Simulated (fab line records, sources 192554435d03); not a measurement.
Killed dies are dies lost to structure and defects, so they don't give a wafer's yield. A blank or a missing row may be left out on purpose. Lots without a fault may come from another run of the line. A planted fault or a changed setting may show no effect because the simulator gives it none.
A struck lot beside a sound one | flow n5_finfet | 24 steps out of a route of 1938
Sound: wafers L569.1, L569.2, L569.5. Struck: wafers L560.2, L560.3, L560.6. The cause comes at the end.
At each step with rows: each side's tool, then ch and its chambers, then its first start. Under that, the readings that differ: sound wafers | struck wafers | difference of the means | sigmas: that difference in standard deviations of wafers without a fault.
alike: readings whose means differ by less than 2 such deviations, and words and numbers that are the same on both sides. not compared: withheld readings, readings that some wafer has no value for, bounds like >300 that may hide the same value, and numbers for which the record gives no deviation and whose values overlap.
The two part at a step that has a row with sigmas, a row that says differs or no value, or rows on one side only. Numbers that don't overlap but have no deviation are shown without sigmas and don't part them. A reading that every wafer of one side lacks parts them only if that side has two wafers or more.

first, 9 steps without rows for these wafers: N5_MOL_CONTACT_COAG_SRD_126 (dry time 32 s); N5_MOL_CONTACT_COAG_CMP_23 (polishes, stops on SiO2, t overpolish 1.5 s, target thk 0 nm); N5_MOL_CONTACT_COAG_WET_ETCH_26 (target Co, target depth 13 nm); N5_MOL_CONTACT_COAG_WET_ETCH_116 (etches the open film in SC1-inhibited, target depth 4.6 nm, rinse time 30 s); N5_MOL_CONTACT_COAG_ALD_27 (deposits SiOC, target thk 17 nm, pulse time 1.5 s, time 2720 s); N5_MOL_CONTACT_COAG_CMP_28 (polishes, stops on SiNx, t overpolish 0.85 s, target thk 14.522 nm); N5_MOL_CONTACT_COAG_ALD_123 (deposits SiNx, target thk 5 nm, pulse time 1 s, purge time 2 s); N5_MOL_CONTACT_COAG_PECVD_31 (deposits SiO2 from TEOS/O2, target thk 46 nm, time 8.9 s); N5_MOL_CONTACT_COAG_COAT_75 (time 60 s, resist thk 60 nm).
N5_MOL_CONTACT_COAG_COAT_76: time 60 s, resist thk 10 nm.
  sound on litho_track-05 ch 0, day 9 17:46; struck on litho_track-04 ch 0, day 7 14:58
  reading                                             | sound                | struck               | difference | sigmas
  dispense_pressure_kPa (kPa)                         | 56 56 56             | 45 45 45             | -11        | -2
  spin_speed_rpm (rpm)                                | 1499.9 1498.6 1500.8 | 1350.8 1350.9 1351.5 | -148.7     | -99 or more
  model.SiARC_of_MOL_CONTACT_COAG_COAT_76.thk_nm (nm) | 10 10 10             | 10.4 10.4 10.4       | +0.4       |
  alike: chill_plate_temp_C
then, 9 steps without rows for these wafers: N5_MOL_CONTACT_COAG_COAT_77 (time 60 s, resist thk 10 nm); N5_MOL_CONTACT_COAG_COAT_78 (resist thk 40 nm); N5_MOL_CONTACT_COAG_EBR_80; N5_MOL_CONTACT_COAG_SOFTBAKE_79 (time 60 s); N5_MOL_CONTACT_COAG_EXPOSE_81 (exposes mask VG, defocus 0 nm); N5_MOL_CONTACT_COAG_PEB_82 (peb time 60 s); N5_MOL_CONTACT_COAG_DEVELOP_83 (develop time 30 s); N5_MOL_CONTACT_COAG_DESCUM_88 (chemistry O2, time 7 s); N5_MOL_CONTACT_COAG_ETCH_89 (etches underlayer in N2/H2, target depth 13 nm, time 10.4 s).
N5_MOL_CONTACT_COAG_ETCH_90: etches SiARC in CF4, target depth 13 nm, time 21.7 s.
  sound on rie_diel-05 ch 0,1,3, day 9 18:13; struck on rie_diel-04 ch 0,2,3, day 7 15:32
  reading                                               | sound             | struck           | difference | sigmas
  model.etch.depth_nm (nm)                              | 9.958 9.961 9.965 | 10.49 10.47 10.5 | +0.53      |
  model.CAR-EUV_of_MOL_CONTACT_COAG_COAT_78.thk_nm (nm) | 17 16.8 17        | 16.4 16.6 16.6   | -0.4       |
  alike: bias_w, drypump_motor_current_A, etch_rf_on_time_s, oes_product_au, rf_vpp_V, showerhead_plenum_p_Torr, throttle_valve_pct
  not compared: rf_hours_counter_h
then, 1 step without rows for these wafers: N5_MOL_CONTACT_COAG_ALD_131 (deposits SiO2, target thk 5 nm, pulse time 1 s, co reactant pulse time 1 s).
N5_MOL_CONTACT_COAG_ETCHBACK_132: etches SiO2 in CHF3, target depth 10 nm, time 6.7 s.
  sound on rie_diel-05 ch 1,2,3, day 9 18:29; struck on rie_diel-02 ch 2,3, day 7 15:48
  reading                                               | sound          | struck   | difference | sigmas
  model.CAR-EUV_of_MOL_CONTACT_COAG_COAT_78.thk_nm (nm) | 15.6 15.6 15.6 | 15 15 15 | -1         |
  alike: bias_w, drypump_motor_current_A, oes_ar_750_au, oes_product_au, rf_vpp_V, showerhead_plenum_p_Torr, throttle_valve_pct
  not compared: rf_hours_counter_h
N5_MOL_CONTACT_COAG_ETCH_91: etches SOC in N2/H2, target depth 60 nm, overetch 21 nm, time 101.2 s.
  sound on rie_diel-05 ch 1,2,3, day 9 18:31; struck on rie_diel-02 ch 2,3, day 7 15:50
  alike: bias_w, drypump_motor_current_A, oes_product_au, rf_vpp_V, showerhead_plenum_p_Torr, throttle_valve_pct
  not compared: rf_hours_counter_h, model.SiARC_of_MOL_CONTACT_COAG_COAT_76.thk_nm
then, 1 step without rows for these wafers: N5_MOL_CONTACT_COAG_STRIP_92 (strips in N2/H2).

WHERE THEY PART
Only at N5_MOL_CONTACT_COAG_COAT_76, within this record. Later steps at which nothing parts them and some readings are alike: N5_MOL_CONTACT_COAG_ETCH_90, N5_MOL_CONTACT_COAG_ETCHBACK_132, N5_MOL_CONTACT_COAG_ETCH_91.

WHY: what the simulator had put in
Process parameter drift: litho_track-04, from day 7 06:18 on, at N5_MOL_CONTACT_COAG_COAT_76. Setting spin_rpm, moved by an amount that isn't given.
